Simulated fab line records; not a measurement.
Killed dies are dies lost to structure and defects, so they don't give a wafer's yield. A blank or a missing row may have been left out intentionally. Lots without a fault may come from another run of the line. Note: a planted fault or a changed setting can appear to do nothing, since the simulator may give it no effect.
fab line records + flow nand_harc + part 1 of 2: steps 1 to 3 of 6
[record]
- lots = 24
- wafers = 72
- last_day = 24
route steps=1159 shown A_CONTACT@902 A_M0@1005
lots that met no fault: from a run of the same line without faults
start_h: hours from the record's opening day to when the first of the lot's shown wafers began + wait_h: how many hours have passed since the lot's step before this one + " the same as in the row above + L1.1+2: a row that stands for several wafers + - no value, or no start given + * or withheld: withheld + < > ~ a bound
route shown NAME@n: names a module that has steps shown in the file, with the first one's number in the route + usual: mean and standard deviation over wafers with no fault + same: alike in all rows + chamber/n: place in a boat + sites: readings site by site + _std_site: their standard deviation + _edge_site: inner sites' mean taken away from outer sites' mean + radius_mm: for every site, how far away it sits from the centre of the wafer + mask NAME#n: copy n + behind: tool/chamber where the wafer was last shaped + hold: the reason the lot was held/the length of the hold in hours/how it ended + device: the n, p or np transistor that did not switch + end of line: tests run on the same wafers once the route is complete + step lacking rows: just its recipe + killed: not the wafer's yield, but the dies lost to structure and defects at the first sort + map: a wafer's dies, x killed, . not, _ none there
set.NAME: the setting that was run; set.NAME@STEP: the one run at that earlier step + model.NAME: the simulator's own value behind a step, which no gauge read
steps of the route over a sample of lots; a table a step, a row a wafer
services: from which hour (start_h, from the record's first day; less than 0 if before it) a tool's chamber was out of use, for how many hours, and why
[[steps]]
[step NHARC_A_CONTACT_ETCH_77]
[recipe]
- target_depth_a = 726
- time_s = 36.3
- cf4_flow_sccm = 100
- chf3_flow_sccm = 30
- ar_flow_sccm = 0
- rf_w = 500
- bias_w = 200
- chemistry = CF4/CHF3
[usual]
- drypump_motor_current_A = 5.84/0.25
- oes_product_au = 0.931/0.017
- rf_vpp_V = 370.3/2.3
- showerhead_plenum_p_Torr = 1.56/0.065
- throttle_valve_pct = 16.802/0.0089
| lot.wafer | tool        | chamber | start_h | wait_h | drypump_motor_current_A | oes_product_au | rf_hours_counter_h | rf_vpp_V | showerhead_plenum_p_Torr | throttle_valve_pct |
|-----------|-------------|---------|---------|--------|-------------------------|----------------|--------------------|----------|--------------------------|--------------------|
| L075.2    | rie_diel-07 | 2       | -       | -      | 5.84                    | 0.916          | 24                 | 370.0    | 1.59                     | 16.805             |
| L075.3    | "           | 0       | "       | "      | 5.88                    | 0.912          | 24                 | 370.1    | 1.51                     | 16.794             |
| L075.6    | "           | 1       | "       | "      | 5.84                    | 0.914          | -                  | 368.0    | 1.49                     | 16.799             |
| L074.1    | rie_diel-01 | 1       | -       | -      | 5.95                    | 0.954          | 19                 | 375.5    | 1.70                     | 16.810             |
| L074.3    | "           | 3       | "       | "      | 5.77                    | 0.990          | 20                 | 369.7    | 1.55                     | 16.796             |
| L074.5    | "           | 1       | "       | "      | 5.92                    | 0.953          | -                  | 373.3    | 1.70                     | 16.799             |
| L078.2    | rie_diel-07 | 3       | -       | -      | 5.54                    | 0.902          | 24                 | 371.9    | 1.59                     | 16.781             |
| L078.6    | "           | 3       | "       | "      | 5.55                    | 0.903          | -                  | 369.7    | 1.59                     | 16.809             |
| L078.5    | "           | 0       | "       | "      | 5.88                    | 0.911          | -                  | 368.3    | 1.51                     | 16.797             |
| L076.1    | rie_diel-11 | 1       | -       | -      | 6.40                    | 0.936          | 6                  | 370.0    | 1.59                     | 16.809             |
| L076.2    | "           | 0       | "       | "      | 5.45                    | 0.938          | 5                  | 373.6    | 1.64                     | 16.790             |
| L076.5    | "           | 1       | "       | "      | 6.41                    | 0.925          | -                  | 369.8    | 1.59                     | 16.807             |
| L077.3    | rie_diel-01 | 0       | -       | -      | 6.37                    | 0.933          | 18                 | 372.2    | 1.62                     | 16.798             |
| L077.4    | "           | 3       | "       | "      | 5.77                    | 0.922          | 23                 | 371.2    | 1.55                     | 16.798             |
| L077.5    | "           | 0       | "       | "      | 6.38                    | 0.937          | -                  | 371.7    | 1.62                     | 16.812             |
| L079.1    | rie_diel-07 | 3       | -       | -      | 5.56                    | 0.960          | 26                 | 370.3    | 1.59                     | 16.785             |
| L079.4    | "           | 2       | "       | "      | 5.83                    | 0.965          | 29                 | 370.8    | 1.59                     | 16.792             |
| L079.6    | "           | 3       | "       | "      | 5.54                    | 0.953          | -                  | 372.0    | 1.59                     | 16.816             |
| L080.2    | rie_diel-11 | 3       | -       | -      | 5.74                    | 0.920          | 14                 | 366.8    | 1.48                     | 16.800             |
| L080.1    | "           | 0       | "       | "      | 5.46                    | 0.924          | 13                 | 372.0    | 1.64                     | 16.815             |
| L080.6    | "           | 3       | "       | "      | 5.75                    | 0.929          | -                  | 368.1    | 1.48                     | 16.816             |
| L083.3    | rie_diel-07 | 0       | -       | -      | 5.86                    | 0.930          | 1                  | 368.6    | 1.51                     | 16.794             |
| L083.4    | "           | 2       | "       | "      | 5.83                    | 0.930          | 1                  | 371.8    | 1.59                     | 16.810             |
| L083.6    | "           | 0       | "       | "      | 5.83                    | 0.932          | -                  | 368.9    | 1.51                     | 16.790             |
| L081.1    | rie_diel-11 | 1       | -       | -      | 6.38                    | 0.951          | 22                 | 370.6    | 1.59                     | 16.817             |
| L081.3    | "           | 2       | "       | "      | 5.49                    | 0.959          | 24                 | 373.3    | 1.68                     | 16.805             |
| L081.6    | "           | 3       | "       | "      | 5.72                    | 0.961          | -                  | 366.7    | 1.48                     | 16.801             |
| L082.4    | rie_diel-11 | 1       | 430.53  | 0.3    | 6.41                    | 0.925          | -                  | 371.7    | 1.59                     | 16.796             |
| L082.3    | "           | 3       | "       | "      | 5.73                    | 0.932          | -                  | 367.9    | 1.48                     | 16.803             |
| L082.6    | "           | 3       | "       | "      | 5.73                    | 0.930          | -                  | 368.4    | 1.48                     | 16.803             |
| L084.3    | rie_diel-01 | 1       | -       | -      | 5.98                    | 0.919          | 37                 | 375.6    | 1.69                     | 16.801             |
| L084.2    | "           | 0       | "       | "      | 6.37                    | 0.917          | 34                 | 374.4    | 1.62                     | 16.793             |
| L084.6    | "           | 2       | "       | "      | 5.71                    | 0.921          | -                  | 367.9    | 1.51                     | 16.801             |
| L085.4    | rie_diel-07 | 1       | -       | -      | 5.89                    | 0.962          | 6                  | 367.4    | 1.49                     | 16.789             |
| L085.1    | "           | 2       | "       | "      | 5.84                    | 0.964          | 6                  | 371.0    | 1.59                     | 16.795             |
| L085.3    | "           | 3       | "       | "      | 5.55                    | 0.969          | 6                  | 371.8    | 1.59                     | 16.810             |
| L087.1    | rie_diel-07 | 0       | -       | -      | 5.85                    | 0.927          | 7                  | 367.1    | 1.50                     | 16.785             |
| L087.3    | "           | 1       | "       | "      | 5.86                    | 0.929          | 7                  | 366.8    | 1.49                     | 16.805             |
| L087.2    | "           | 3       | "       | "      | 5.54                    | 0.920          | 7                  | 370.2    | 1.59                     | 16.804             |
| L086.2    | rie_diel-07 | 0       | -       | -      | 5.85                    | 0.918          | 7                  | 367.8    | 1.50                     | 16.796             |
| L086.4    | "           | 1       | "       | "      | 5.84                    | 0.935          | 7                  | 366.9    | 1.49                     | 16.805             |
| L086.5    | "           | 3       | "       | "      | 5.55                    | 0.915          | -                  | 371.3    | 1.59                     | 16.793             |
| L088.2    | rie_diel-01 | 3       | -       | -      | 5.76                    | 0.926          | 47                 | 369.3    | 1.54                     | 16.807             |
| L088.5    | "           | 3       | "       | "      | 5.75                    | 0.929          | -                  | 367.8    | 1.54                     | 16.802             |
| L088.6    | "           | 0       | "       | "      | 6.38                    | 0.934          | -                  | 372.4    | 1.61                     | 16.806             |
| L090.1    | rie_diel-01 | 3       | -       | -      | 5.76                    | 0.928          | 47                 | 370.6    | 1.54                     | 16.798             |
| L090.2    | "           | 0       | "       | "      | 6.36                    | 0.920          | 44                 | 371.7    | 1.61                     | 16.813             |
| L090.4    | "           | 1       | "       | "      | 5.97                    | 0.924          | 44                 | 374.7    | 1.69                     | 16.792             |
| L091.1    | rie_diel-01 | 2       | -       | -      | 5.72                    | 0.947          | 46                 | 369.0    | 1.50                     | 16.789             |
| L091.3    | "           | 3       | "       | "      | 5.76                    | 0.923          | 48                 | 369.3    | 1.54                     | 16.817             |
| L091.5    | "           | 0       | "       | "      | 6.39                    | 0.921          | -                  | 371.2    | 1.61                     | 16.798             |
| L089.1    | rie_diel-07 | 3       | -       | -      | 5.55                    | 0.924          | 12                 | 372.5    | 1.59                     | 16.812             |
| L089.4    | "           | 1       | "       | "      | 5.83                    | 0.932          | 11                 | 367.8    | 1.49                     | 16.799             |
| L089.5    | "           | 3       | "       | "      | 5.55                    | 0.924          | -                  | 371.0    | 1.59                     | 16.797             |
| L092.2    | rie_diel-07 | 2       | -       | -      | 5.83                    | 0.914          | 12                 | 370.6    | 1.59                     | 16.803             |
| L092.1    | "           | 3       | "       | "      | 5.55                    | 0.923          | 13                 | 370.4    | 1.59                     | 16.809             |
| L092.4    | "           | 1       | "       | "      | 5.85                    | 0.927          | 11                 | 367.8    | 1.49                     | 16.802             |
| L093.1    | rie_diel-07 | 0       | -       | -      | 5.80                    | 0.920          | 14                 | 368.5    | 1.50                     | 16.806             |
| L093.3    | "           | 2       | "       | "      | 5.83                    | 0.922          | 13                 | 371.1    | 1.59                     | 16.812             |
| L093.2    | "           | 3       | "       | "      | 5.56                    | 0.929          | 15                 | 370.5    | 1.59                     | 16.810             |
| L094.1    | rie_diel-01 | 1       | -       | -      | 5.89                    | 0.928          | 53                 | 373.6    | 1.69                     | 16.803             |
| L094.3    | "           | 3       | "       | "      | 5.78                    | 0.919          | 56                 | 369.0    | 1.54                     | 16.804             |
| L094.5    | "           | 1       | "       | "      | 5.93                    | 0.912          | -                  | 374.4    | 1.69                     | 16.799             |
| L097.1    | rie_diel-07 | 3       | -       | -      | 5.56                    | 0.918          | 17                 | 372.2    | 1.59                     | 16.801             |
| L097.2    | "           | 0       | "       | "      | 5.88                    | 0.928          | 17                 | 367.4    | 1.50                     | 16.826             |
| L097.3    | "           | 1       | "       | "      | 5.85                    | 0.928          | 15                 | 367.8    | 1.49                     | 16.800             |
| L096.4    | rie_diel-07 | 0       | -       | -      | 5.83                    | 0.950          | 19                 | 370.0    | 1.50                     | 16.794             |
| L096.1    | "           | 3       | "       | "      | 5.56                    | 0.934          | 19                 | 371.0    | 1.58                     | 16.813             |
| L096.5    | "           | 0       | "       | "      | 5.85                    | 0.943          | -                  | 368.0    | 1.50                     | 16.776             |
| L095.4    | rie_diel-07 | 1       | -       | -      | 5.85                    | 0.929          | 18                 | 368.5    | 1.49                     | 16.817             |
| L095.2    | "           | 2       | "       | "      | 5.84                    | 0.933          | 19                 | 371.0    | 1.59                     | 16.809             |
| L095.5    | "           | 0       | "       | "      | 5.82                    | 0.923          | -                  | 367.0    | 1.50                     | 16.793             |
[step NHARC_A_CONTACT_ETCH_128]
[recipe]
- source_w = withheld
- pressure_mtorr = 20
- bias_v = 1200
- time_s = 155
- target_depth_a = 9560
- ar_flow_sccm = withheld
- c4f8_flow_sccm = withheld
- o2_flow_sccm = withheld
- chemistry = C4F8/O2/Ar
| lot.wafer | tool            | chamber | start_h | wait_h | rf_hours_counter_h |
|-----------|-----------------|---------|---------|--------|--------------------|
| L075.2    | har_cap_etch-03 | 1       | 376.34  | 0.1    | 81                 |
| L075.3    | "               | 1       | "       | "      | -                  |
| L075.6    | "               | 1       | "       | "      | -                  |
| L074.1    | har_cap_etch-03 | 0       | 379.99  | 0.1    | 82                 |
| L074.3    | "               | 0       | "       | "      | -                  |
| L074.5    | "               | 1       | "       | "      | -                  |
| L078.2    | har_cap_etch-01 | 1       | 387.49  | 0.1    | 61                 |
| L078.5    | "               | 0       | "       | "      | -                  |
| L078.6    | "               | 1       | "       | "      | -                  |
| L076.2    | har_cap_etch-02 | 0       | 389.68  | 0.1    | 14                 |
| L076.1    | "               | 1       | "       | "      | 14                 |
| L076.5    | "               | 1       | "       | "      | -                  |
| L077.3    | har_cap_etch-03 | 1       | 391.39  | 0.1    | -                  |
| L077.4    | "               | 0       | "       | "      | -                  |
| L077.5    | "               | 1       | "       | "      | -                  |
| L079.1    | har_cap_etch-03 | 1       | 405.62  | 0.1    | 88                 |
| L079.4    | "               | 0       | "       | "      | -                  |
| L079.6    | "               | 1       | "       | "      | -                  |
| L080.2    | har_cap_etch-01 | 0       | 411.61  | 0.1    | 65                 |
| L080.1    | "               | 1       | "       | "      | 65                 |
| L080.6    | "               | 1       | "       | "      | -                  |
| L083.3    | har_cap_etch-03 | 1       | 423.62  | 0.2    | -                  |
| L083.4    | "               | 0       | "       | "      | -                  |
| L083.6    | "               | 1       | "       | "      | -                  |
| L081.1    | har_cap_etch-01 | 0       | 429.81  | 0.1    | 68                 |
| L081.3    | "               | 0       | "       | "      | -                  |
| L081.6    | "               | 1       | "       | "      | -                  |
| L082.3    | har_cap_etch-02 | 0       | 432.12  | 0.1    | -                  |
| L082.4    | "               | 1       | "       | "      | -                  |
| L082.6    | "               | 0       | "       | "      | -                  |
| L084.2    | har_cap_etch-02 | 0       | 436.79  | 0.1    | 22                 |
| L084.3    | "               | 1       | "       | "      | -                  |
| L084.6    | "               | 0       | "       | "      | -                  |
| L085.1    | har_cap_etch-03 | 0       | 438.97  | 0.1    | 94                 |
| L085.4    | "               | 0       | "       | "      | -                  |
| L085.3    | "               | 1       | "       | "      | -                  |
| L087.2    | har_cap_etch-01 | 1       | 443.81  | 0.1    | 71                 |
| L087.1    | "               | 0       | "       | "      | 71                 |
| L087.3    | "               | 1       | "       | "      | -                  |
| L086.2    | har_cap_etch-02 | 1       | 446.21  | 0.1    | 24                 |
| L086.4    | "               | 0       | "       | "      | -                  |
| L086.5    | "               | 1       | "       | "      | -                  |
| L088.2    | har_cap_etch-03 | 1       | 466.28  | 0.2    | 98                 |
| L088.5    | "               | 0       | "       | "      | -                  |
| L088.6    | "               | 1       | "       | "      | -                  |
| L090.2    | har_cap_etch-02 | 0       | 466.77  | 0.1    | 28                 |
| L090.1    | "               | 1       | "       | "      | 28                 |
| L090.4    | "               | 0       | "       | "      | -                  |
| L091.1    | har_cap_etch-03 | 1       | 470.44  | 0.2    | 99                 |
| L091.3    | "               | 0       | "       | "      | -                  |
| L091.5    | "               | 0       | "       | "      | -                  |
| L089.1    | har_cap_etch-03 | 1       | 474.03  | 0.2    | 101                |
| L089.4    | "               | 0       | "       | "      | -                  |
| L089.5    | "               | 0       | "       | "      | -                  |
| L092.2    | har_cap_etch-02 | 0       | 475.57  | 0.1    | 30                 |
| L092.1    | "               | 1       | "       | "      | 30                 |
| L092.4    | "               | 1       | "       | "      | -                  |
| L093.2    | har_cap_etch-02 | 1       | 487.08  | 0.1    | 32                 |
| L093.1    | "               | 0       | "       | "      | 32                 |
| L093.3    | "               | 0       | "       | "      | -                  |
| L094.1    | har_cap_etch-01 | 1       | 487.23  | 0.1    | 79                 |
| L094.3    | "               | 0       | "       | "      | -                  |
| L094.5    | "               | 1       | "       | "      | -                  |
| L097.2    | har_cap_etch-02 | 0       | 500.32  | 0.1    | 35                 |
| L097.1    | "               | 1       | "       | "      | 35                 |
| L097.3    | "               | 0       | "       | "      | -                  |
| L096.1    | har_cap_etch-02 | 0       | 505.74  | 0.1    | 36                 |
| L096.4    | "               | 0       | "       | "      | -                  |
| L096.5    | "               | 0       | "       | "      | -                  |
| L095.2    | har_cap_etch-02 | 0       | 509.07  | 0.1    | 37                 |
| L095.4    | "               | 0       | "       | "      | -                  |
| L095.5    | "               | 1       | "       | "      | -                  |
[step NHARC_A_CONTACT_ETCH_91]
[recipe]
- target_depth_a = 400
- over_etch_frac = 0.5
- time_s = 85.7
- ion_energy_ev = 120
- ch3f_flow_sccm = 50
- o2_flow_sccm = 30
- ar_flow_sccm = 200
- rf_w = 500
- bias_w = 100
- chemistry = CH3F/O2
[usual]
- drypump_motor_current_A = 5.83/0.27
- oes_product_au = 0.95/0.035
- rf_vpp_V = 244.2/1.6
- showerhead_plenum_p_Torr = 2.45/0.1
- throttle_valve_pct = 20.662/0.0089
| lot.wafer | tool        | chamber | start_h | wait_h | drypump_motor_current_A | oes_product_au | rf_hours_counter_h | rf_vpp_V | showerhead_plenum_p_Torr | throttle_valve_pct |
|-----------|-------------|---------|---------|--------|-------------------------|----------------|--------------------|----------|--------------------------|--------------------|
| L075.2    | rie_diel-01 | 0       | 377.64  | 0.5    | 6.41                    | 0.93           | 15                 | 246.9    | 2.54                     | 20.657             |
| L075.3    | "           | 1       | "       | "      | 5.91                    | 0.92           | 19                 | 246.7    | 2.65                     | 20.652             |
| L075.6    | "           | 2       | "       | "      | 5.70                    | 0.93           | -                  | 241.3    | 2.36                     | 20.659             |
| L074.3    | rie_diel-11 | 0       | 381.26  | 0.4    | 5.43                    | 1.01           | 3                  | 245.3    | 2.56                     | 20.664             |
| L074.1    | "           | 2       | "       | "      | 5.50                    | 1.02           | 3                  | 246.2    | 2.63                     | 20.672             |
| L074.5    | "           | 1       | "       | "      | 6.39                    | 1.00           | -                  | 244.2    | 2.49                     | 20.667             |
| L078.2    | rie_diel-07 | 2       | 388.74  | 0.5    | 5.84                    | 0.93           | 27                 | 246.0    | 2.49                     | 20.664             |
| L078.6    | "           | 2       | "       | "      | 5.84                    | 0.93           | -                  | 244.4    | 2.49                     | 20.667             |
| L078.5    | "           | 3       | "       | "      | 5.56                    | 0.92           | -                  | 244.3    | 2.48                     | 20.650             |
| L076.2    | rie_diel-01 | 1       | 390.95  | 0.5    | 6.00                    | 1.00           | 23                 | 248.2    | 2.65                     | 20.643             |
| L076.1    | "           | 3       | "       | "      | 5.72                    | 1.00           | 24                 | 244.7    | 2.42                     | 20.670             |
| L076.5    | "           | 2       | "       | "      | 5.72                    | 1.00           | -                  | 241.5    | 2.35                     | 20.671             |
| L077.3    | rie_diel-11 | 0       | 392.64  | 0.4    | 5.46                    | 1.01           | 6                  | 245.4    | 2.56                     | 20.660             |
| L077.4    | "           | 2       | "       | "      | 5.46                    | 1.01           | 7                  | 247.1    | 2.63                     | 20.663             |
| L077.5    | "           | 0       | "       | "      | 5.45                    | 1.00           | -                  | 245.5    | 2.56                     | 20.657             |
| L079.1    | rie_diel-11 | 0       | 406.90  | 0.5    | 5.45                    | 1.01           | 11                 | 244.7    | 2.56                     | 20.659             |
| L079.4    | "           | 2       | "       | "      | 5.52                    | 1.00           | 15                 | 246.1    | 2.63                     | 20.654             |
| L079.6    | "           | 1       | "       | "      | 6.42                    | 0.98           | -                  | 244.0    | 2.49                     | 20.661             |
| L080.2    | rie_diel-11 | 2       | 412.90  | 0.5    | 5.46                    | 0.94           | 17                 | 245.2    | 2.63                     | 20.655             |
| L080.1    | "           | 0       | "       | "      | 5.43                    | 0.93           | 14                 | 245.0    | 2.56                     | 20.653             |
| L080.6    | "           | 1       | "       | "      | 6.41                    | 0.92           | -                  | 245.0    | 2.48                     | 20.658             |
| L083.4    | rie_diel-07 | 1       | 425.15  | 0.4    | 5.88                    | 0.93           | 2                  | 243.1    | 2.33                     | 20.658             |
| L083.3    | "           | 2       | "       | "      | 5.82                    | 0.93           | 2                  | 245.2    | 2.48                     | 20.684             |
| L083.6    | "           | 2       | "       | "      | 5.83                    | 0.92           | -                  | 244.5    | 2.48                     | 20.666             |
| L081.3    | rie_diel-01 | 0       | 431.15  | 0.5    | 6.40                    | 0.92           | 32                 | 245.2    | 2.53                     | 20.667             |
| L081.1    | "           | 1       | "       | "      | 5.96                    | 0.92           | 35                 | 248.0    | 2.65                     | 20.668             |
| L081.6    | "           | 0       | "       | "      | 6.37                    | 0.92           | -                  | 244.3    | 2.53                     | 20.669             |
| L082.3    | rie_diel-07 | 3       | 433.34  | 0.4    | 5.56                    | 0.92           | 4                  | 244.5    | 2.48                     | 20.652             |
| L082.4    | "           | 0       | "       | "      | 5.84                    | 0.93           | 4                  | 242.9    | 2.35                     | 20.671             |
| L082.6    | "           | 0       | "       | "      | 5.85                    | 0.93           | -                  | 242.8    | 2.35                     | 20.678             |
| L084.3    | rie_diel-01 | 0       | 438.06  | 0.4    | 6.36                    | 0.92           | 35                 | 246.1    | 2.53                     | 20.658             |
| L084.2    | "           | 2       | "       | "      | 5.72                    | 0.93           | 38                 | 244.1    | 2.35                     | 20.661             |
| L084.6    | "           | 0       | "       | "      | 6.37                    | 0.91           | -                  | 245.0    | 2.53                     | 20.665             |
| L085.4    | rie_diel-11 | 0       | 440.25  | 0.4    | 5.46                    | 1.00           | 20                 | 245.0    | 2.55                     | 20.659             |
| L085.3    | "           | 1       | "       | "      | 6.38                    | 0.92           | 28                 | 245.2    | 2.48                     | 20.676             |
| L085.1    | "           | 3       | "       | "      | 5.73                    | 0.94           | 27                 | 241.7    | 2.31                     | 20.658             |
| L087.2    | rie_diel-11 | 3       | 445.08  | 0.5    | 5.76                    | 1.02           | 28                 | 241.5    | 2.31                     | 20.666             |
| L087.3    | "           | 0       | "       | "      | 5.49                    | 1.01           | 21                 | 245.8    | 2.55                     | 20.647             |
| L087.1    | "           | 1       | "       | "      | 6.43                    | 0.99           | 29                 | 244.4    | 2.48                     | 20.653             |
| L086.4    | rie_diel-07 | 1       | 447.48  | 0.4    | 5.86                    | 0.94           | 7                  | 242.7    | 2.33                     | 20.657             |
| L086.2    | "           | 3       | "       | "      | 5.55                    | 0.92           | 8                  | 243.9    | 2.48                     | 20.671             |
| L086.5    | "           | 2       | "       | "      | 5.85                    | 0.93           | -                  | 245.0    | 2.48                     | 20.662             |
| L088.2    | rie_diel-07 | 0       | 467.86  | 0.5    | 5.82                    | 0.93           | 11                 | 241.7    | 2.35                     | 20.670             |
| L088.5    | "           | 0       | "       | "      | 5.83                    | 0.94           | -                  | 243.3    | 2.35                     | 20.666             |
| L088.6    | "           | 1       | "       | "      | 5.89                    | 0.94           | -                  | 242.7    | 2.33                     | 20.662             |
| L090.2    | rie_diel-07 | 0       | 468.06  | 0.5    | 5.82                    | 1.00           | 11                 | 241.9    | 2.35                     | 20.661             |
| L090.4    | "           | 1       | "       | "      | 5.86                    | 0.99           | 10                 | 243.9    | 2.33                     | 20.654             |
| L090.1    | "           | 3       | "       | "      | 5.56                    | 1.00           | 12                 | 246.1    | 2.48                     | 20.645             |
| L091.3    | rie_diel-01 | 3       | 472.08  | 0.4    | 5.78                    | 0.91           | 50                 | 243.6    | 2.41                     | 20.659             |
| L091.1    | "           | 0       | "       | "      | 6.39                    | 0.91           | 47                 | 244.6    | 2.52                     | 20.672             |
| L091.5    | "           | 1       | "       | "      | 5.94                    | 0.92           | -                  | 246.8    | 2.64                     | 20.675             |
| L089.1    | rie_diel-07 | 1       | 475.65  | 0.6    | 5.84                    | 0.92           | 11                 | 243.6    | 2.33                     | 20.680             |
| L089.4    | "           | 3       | "       | "      | 5.56                    | 0.92           | 13                 | 245.3    | 2.48                     | 20.651             |
| L089.5    | "           | 2       | "       | "      | 5.84                    | 0.91           | -                  | 244.6    | 2.48                     | 20.642             |
| L092.1    | rie_diel-01 | 3       | 476.85  | 0.5    | 5.76                    | 0.92           | 52                 | 245.1    | 2.41                     | 20.666             |
| L092.2    | "           | 0       | "       | "      | 6.37                    | 0.93           | 49                 | 245.1    | 2.52                     | 20.681             |
| L092.4    | "           | 2       | "       | "      | 5.68                    | 0.94           | 50                 | 242.0    | 2.35                     | 20.657             |
| L093.1    | rie_diel-07 | 0       | 488.35  | 0.5    | 5.85                    | 0.93           | 15                 | 242.4    | 2.34                     | 20.653             |
| L093.2    | "           | 1       | "       | "      | 5.88                    | 0.93           | 13                 | 241.9    | 2.32                     | 20.659             |
| L093.3    | "           | 2       | "       | "      | 5.84                    | 0.92           | 14                 | 244.6    | 2.48                     | 20.664             |
| L094.3    | rie_diel-07 | 0       | 488.48  | 0.4    | 5.85                    | 0.92           | 15                 | 241.8    | 2.34                     | 20.673             |
| L094.1    | "           | 3       | "       | "      | 5.57                    | 0.92           | 15                 | 245.9    | 2.48                     | 20.676             |
| L094.5    | "           | 0       | "       | "      | 5.85                    | 0.92           | -                  | 241.8    | 2.34                     | 20.662             |
| L097.3    | rie_diel-07 | 0       | 501.60  | 0.4    | 5.84                    | 0.93           | 18                 | 242.1    | 2.34                     | 20.656             |
| L097.1    | "           | 1       | "       | "      | 5.88                    | 0.93           | 16                 | 241.1    | 2.32                     | 20.664             |
| L097.2    | "           | 2       | "       | "      | 5.85                    | 0.92           | 16                 | 244.6    | 2.48                     | 20.643             |
| L096.4    | rie_diel-11 | 2       | 507.01  | 0.4    | 5.48                    | 0.93           | 49                 | 246.0    | 2.61                     | 20.652             |
| L096.1    | "           | 3       | "       | "      | 5.73                    | 0.94           | 49                 | 242.7    | 2.30                     | 20.668             |
| L096.5    | "           | 1       | "       | "      | 6.39                    | 0.93           | -                  | 245.9    | 2.47                     | 20.665             |
| L095.2    | rie_diel-07 | 1       | 510.35  | 0.5    | 5.89                    | 0.92           | 18                 | 243.0    | 2.32                     | 20.659             |
| L095.4    | "           | 3       | "       | "      | 5.55                    | 0.93           | 21                 | 243.7    | 2.48                     | 20.654             |
| L095.5    | "           | 2       | "       | "      | 5.83                    | 0.92           | -                  | 244.3    | 2.48                     | 20.672             |
